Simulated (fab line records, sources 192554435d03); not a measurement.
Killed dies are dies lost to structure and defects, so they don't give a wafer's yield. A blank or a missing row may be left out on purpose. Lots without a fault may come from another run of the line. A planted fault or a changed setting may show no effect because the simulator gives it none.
Problem report in the 8D (eight disciplines) form, filled by code | flow n5_finfet | the parts of the form that need people (team, actions taken, sign-off) are left out

1. THE PROBLEM
COMB_M6 at N5_BEOL_M15_RC_MEAS_101 reads a mean of 8.1e-11 S/m on 2 wafers of 2 lots; wafers without a fault read 2.5e-11 S/m with a standard deviation of 5.1e-12. That is +11 standard deviations from the usual mean.
First seen on wafer L935.1, day 14 21:49, on prober-02. The record holds 11 wafers of 4 lots with a number at this step. Rule for "out", or "out of limits": more than 4 standard deviations from the usual mean. The other wafers with a number count as sound.

2. WHAT IT IS AND WHAT IT IS NOT
question                     | is                        | is not
which readings at this step  | COMB_M6, COMB_M6_max_site | COMB_M10, COMB_M11, COMB_M12, COMB_M13, COMB_M14, COMB_M15, COMB_M5, COMB_M8, COMB_M9, SERP_M10, SERP_M11, SERP_M12, SERP_M13, SERP_M14, SERP_M5, SERP_M7, SERP_M8, SERP_M8_max_site, SERP_M9
which lots                   | L935, L939                | L928, L943
which wafers of those lots   | L935.1, L939.1            | L935.4, L939.4, L939.5
read on which gauges         | prober-01, prober-02      | -
when                         | from day 14 21:49         | up to then (4 sound wafers); but 5 sound wafers of L939, L943 came after
where on the wafer (9 sites) | all sites                 | -

3. SUSPECTS, AND WHAT RULES EACH OUT
Counting: a tool at a process step up to the reading stays a suspect if it ran every lot that is out. Sound lots after the first of them don't rule it out here, since some wafers of a struck lot are sound.
- the gauge at N5_BEOL_M15_RC_MEAS_101: ruled out. The wafers that are out were read on 2 gauges (prober-01, prober-02).
- ald_metal-04 at N5_BEOL_M6_ALD_77 (deposits TaN, target thk 2 nm, pulse time 2 s, purge time 3 s): kept. It ran every lot that is out, first L935 (day 12 02:40); its last sound lot up to then is L928 (day 10 09:20).
Left after counting: ald_metal-04 at N5_BEOL_M6_ALD_77.

4. THE CAUSE (what the simulator had put in)
Process parameter drift: ald_metal-04, from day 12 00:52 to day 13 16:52, at N5_BEOL_M6_ALD_77. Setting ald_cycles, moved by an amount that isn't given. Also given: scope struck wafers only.
Counting left only this tool.

5. THE CHAIN OF EFFECTS, in route order
Each row: a reading whose mean over the struck wafers that have a number lies more than 3 standard deviations from the usual. Only readings for which the record gives a usual standard deviation are gone through. hours: the time from each lot's start at the first step in this table that gives one to its start at this step, as a median over the lots. sigmas: the change in usual standard deviations.
hours | step                    | reading          | usual       | on struck wafers | change   | sigmas
0     | N5_BEOL_M15_RC_MEAS_101 | COMB_M6          | 2.5e-11 S/m | 8.1e-11          | +5.6e-11 | +11
0     | N5_BEOL_M15_RC_MEAS_101 | COMB_M6_max_site | 3.6e-11 S/m | 1.2e-10          | +8.0e-11 | +9.0

6. WHAT WOULD HAVE CAUGHT IT SOONER
In this record the first reading out of limits at a measuring or inspecting step was taken at day 14 21:49, 69 hours after the fault began at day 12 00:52.
Of the tool readings at N5_BEOL_M6_ALD_77 for which the record gives a usual standard deviation, none was out on any struck wafer, so an alarm limit of 4 standard deviations on them would not have fired.
All the lots that are out (2) had begun N5_BEOL_M6_ALD_77 on ald_metal-04 by day 14 21:49. A hold on the tool at that time would have spared none of them.
